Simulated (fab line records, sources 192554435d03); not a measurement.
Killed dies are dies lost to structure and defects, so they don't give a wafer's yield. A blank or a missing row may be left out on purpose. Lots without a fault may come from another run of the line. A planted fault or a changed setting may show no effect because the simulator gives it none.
Chamber matching | flow n5_finfet | N5_BEOL_M9_CMP_52 on cmp-02: 4 sister chambers
The step polishes, stops on SiCOH lowk, t overpolish 7 s, target thk 140 nm. 8 wafers are shown with their chamber, then 8 later ones without.

WAFERS WITH THEIR CHAMBER
wafer  | chamber | motor_current_A (A) | time_to_endpoint_s (s)
L138.2 | 1       | 6.3                 | 71
L139.3 | 1       | 6.1                 | 68
L145.5 | 3       | 6.0                 | 62
L146.1 | 3       | 6.5                 | 63
L146.2 | 2       | 7.1                 | 64
L155.1 | 2       | 6.8                 | 63
L155.5 | 0       | 7.0                 | 62
L156.2 | 0       | 7.2                 | 63

WAFERS WITHOUT THEIR CHAMBER
wafer  | motor_current_A (A) | time_to_endpoint_s (s)
L156.4 | 7.2                 | 62
L156.6 | 6.3                 | 60
L159.3 | 6.4                 | 66
L159.5 | 6.0                 | 63
L159.6 | 7.2                 | 61
L160.1 | 6.0                 | 69
L160.4 | 6.3                 | 64
L160.6 | 6.5                 | 70

WHICH CHAMBER EACH WENT THROUGH
wafer  | from the rows above               | in truth
L156.4 | can't be placed: 0 or 2           | 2
L156.6 | can't be placed: 3 or 2 or 0      | 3
L159.3 | can't be placed: 3 or 1 or 2 or 0 | 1
L159.5 | 3                                 | 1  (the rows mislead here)
L159.6 | can't be placed: 0 or 2           | 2
L160.1 | 1                                 | 1
L160.4 | can't be placed: 3 or 2           | 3
L160.6 | 1                                 | 1
Placed correctly: 2 of 8. Can't be placed from these rows: 5 (the true chamber is among the candidates in 5). Placed wrongly: 1.
How it was worked out, from the rows above alone: a wafer's distance from a chamber is the root of the sum, over the readings, of the square of ((its reading less the chamber's mean) divided by the reading's scatter). The wafer belongs to the nearest chamber; if the next one is less than 2 further off, it can't be placed. A chamber's mean is the mean of its shown wafers. The scatter: the root of (the sum of the squares of (reading less its chamber's mean) over the shown wafers, divided by (wafers less chambers)).
